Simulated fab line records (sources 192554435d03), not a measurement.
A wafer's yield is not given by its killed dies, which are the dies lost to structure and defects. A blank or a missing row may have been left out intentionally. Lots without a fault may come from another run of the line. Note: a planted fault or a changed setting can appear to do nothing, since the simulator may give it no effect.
Chamber matching :: flow n5-finfet :: N5_BEOL_M12_ILD_DEP_00 on pecvd-01 has 3 sister chambers
The step deposits SiOC from DEMS/O2, target thk 658.92 nm, time 130.7 s. 3 wafers are shown with their chamber, then 9 later ones without.

== WAFERS PAIRED WITH THEIR CHAMBERS ==
wafer: L567.2
chamber: 2
throttle-valve-pct (%): 10.5

wafer: L570.2
chamber: 0
throttle-valve-pct (%): 12.0

wafer: L570.4
chamber: 1
throttle-valve-pct (%): 12.2

== WAFERS WITHOUT THEIR CHAMBER ==
wafer: L572.1
throttle-valve-pct (%): 11.9

wafer: L572.3
throttle-valve-pct (%): 12.1

wafer: L572.4
throttle-valve-pct (%): 10.9

wafer: L571.3
throttle-valve-pct (%): 11.9

wafer: L571.4
throttle-valve-pct (%): 12.0

wafer: L571.6
throttle-valve-pct (%): 12.0

wafer: L573.2
throttle-valve-pct (%): 10.9

wafer: L573.4
throttle-valve-pct (%): 11.0

wafer: L573.6
throttle-valve-pct (%): 11.7

== WHICH CHAMBER EACH WENT THROUGH ==
wafer: L572.1
from the rows above: can't be placed: 0 or 1
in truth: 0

wafer: L572.3
from the rows above: can't be placed: 0 or 1
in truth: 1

wafer: L572.4
from the rows above: 2
in truth: 2

wafer: L571.3
from the rows above: can't be placed: 0 or 1
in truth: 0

wafer: L571.4
from the rows above: can't be placed: 0 or 1
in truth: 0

wafer: L571.6
from the rows above: can't be placed: 0 or 1
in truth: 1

wafer: L573.2
from the rows above: 2
in truth: 2

wafer: L573.4
from the rows above: can't be placed: 2 or 0
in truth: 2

wafer: L573.6
from the rows above: can't be placed: 0 or 1
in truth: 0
Correct placement for 2 of the 9. From these rows, 7 cannot be placed; in 7 the true chamber is one of the candidates. Number placed wrongly: 0.
How it was worked out, from the rows above alone: a wafer's distance from a chamber is the root of the sum, over the readings, of the square of ((its reading less the chamber's mean) divided by the reading's scatter). If the next closest chamber is less than 2 further off than the closest, the wafer can't be placed; otherwise it belongs to the closest. Each chamber's mean is taken over the wafers shown for it. The scatter: root of mean squared gap, hidden wafer to nearest shown wafer, with one shown wafer a chamber.
